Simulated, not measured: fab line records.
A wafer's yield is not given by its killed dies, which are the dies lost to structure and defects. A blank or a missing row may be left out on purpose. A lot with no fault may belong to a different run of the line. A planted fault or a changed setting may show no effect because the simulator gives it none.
A struck lot beside a sound one ; flow nand harc ; 15 out of 1159 route steps
Sound: these wafers, L127.1, L127.3, L127.5. Struck: wafer L129.1 (left out: L129.3, L129.5 of the same lot, which were not struck); the cause appears at the end.
Each step with rows lists, per side, the tool, then ch with its chambers, then its first start. Under that, the readings that differ: sound wafers ; struck wafers ; difference of the means ; sigmas: that difference in standard deviations of wafers without a fault.
alike: readings whose means differ by less than 2 such deviations, and words and numbers that are the same on both sides. not compared: withheld readings, readings that some wafer has no value for, bounds like >300 that may hide the same value, and numbers for which the record gives no deviation and whose values overlap.
A row with sigmas, a row that says differs or no value, or rows on one side alone: a step with any of these is where the two part. Numbers that don't overlap but have no deviation are shown without sigmas and don't part them. A reading missing from all wafers of one side parts the sides only when that side holds two or more wafers.

first, 6 steps without rows for these wafers: NHARC_A_CONTACT_COAT_02 (resist thk 90 nm); NHARC_A_CONTACT_SOFTBAKE_03 (time 55 s); NHARC_A_CONTACT_EBR_04; NHARC_A_CONTACT_EXPOSE_05 (exposes mask A CC); NHARC_A_CONTACT_PEB_06 (peb time 65 s); NHARC_A_CONTACT_DEVELOP_07 (develop time 35 s).
NHARC_A_CONTACT_CD_MEAS_08: target cd 100 nm.
  sound on cd sem-02 ch 0, day 20 16:25; struck on cd sem-01 ch 0, day 20 22:08
  alike: cd nm
NHARC_A_CONTACT_OVL_MEAS_09:
  sound: overlay-01 at day 20 16:30; struck: overlay-02 at day 20 22:13
  alike: overlay x nm, overlay y nm
NHARC_A_CONTACT_INSPECT_10:
  sound: defect inspect-02 at day 20 16:32; struck: defect inspect-02 at day 20 22:15
  alike: raw defect count
NHARC_A_CONTACT_DESCUM_13: chemistry O2, time 3 s.
  sound on rie diel-06 ch 0,1,3, day 20 16:38; struck on rie diel-03 ch 0, day 20 22:19
  alike: drypump motor current A, oes product au, rf vpp V, showerhead plenum p Torr, throttle valve pct
  not compared: rf hours counter h
NHARC_A_CONTACT_ETCH_88: etches the open film in CF4, target depth 39 nm, time 65 s.
  sound on rie diel-06 ch 0,2,3, day 20 16:55; struck on rie diel-03 ch 0, day 20 22:24
  alike: drypump motor current A, oes product au, rf vpp V, showerhead plenum p Torr, throttle valve pct
  not compared: rf hours counter h
NHARC_A_CONTACT_ETCH_89: etches the open film in N2/H2, target depth 260 nm, time 475.3 s.
  sound: rie diel-06 ch 1,2; struck: rie diel-03 ch 3
reading;sound;struck;difference;sigmas
rf vpp V (V);431.2 432.2 430.9;425.9;-5.5;-3
showerhead plenum p Torr (Torr);2.06 2.09 2.09;1.88;-0.20;-3
  alike: drypump motor current A, h2 flow sccm, oes product au, throttle valve pct
  not compared: rf hours counter h
NHARC_A_CONTACT_ETCH_30: etches the open film in CF4/CHF3, target depth 60.5 nm, time 30.2 s.
  sound on rie diel-06 ch 2,3, day 20 17:22; struck on rie diel-03 ch 0, day 20 22:52
reading;sound;struck;difference;sigmas
oes product au (a.u.);0.941 0.932 0.946;0.807;-0.133;-7
  alike: chf3 flow sccm, drypump motor current A, rf vpp V, showerhead plenum p Torr, throttle valve pct
  not compared: rf hours counter h
NHARC_A_CONTACT_ETCH_31: etches the open film in O2/COS, target depth 2000 nm, time 520 s.
  sound: rie diel-06 ch 1,3; struck: rie diel-03 ch 0
  alike: drypump motor current A, oes product au, rf vpp V, showerhead plenum p Torr, throttle valve pct
  not compared: rf hours counter h
-- the record jumps here: 3 days lie between the struck wafers' starts before and after (it left off in module A_CONTACT and takes up again in module END, whose first step shown is number 1159 of the route) --
NHARC_END_SORT_01:
  the record has rows for the struck wafers here (prober-02 ch 0, day 23 14:16) and none for the sound ones

## WHERE THEY PART
Last at NHARC_END_SORT_01 as far as this record goes, first at NHARC_A_CONTACT_ETCH_89.

WHY: whatever the simulator had introduced
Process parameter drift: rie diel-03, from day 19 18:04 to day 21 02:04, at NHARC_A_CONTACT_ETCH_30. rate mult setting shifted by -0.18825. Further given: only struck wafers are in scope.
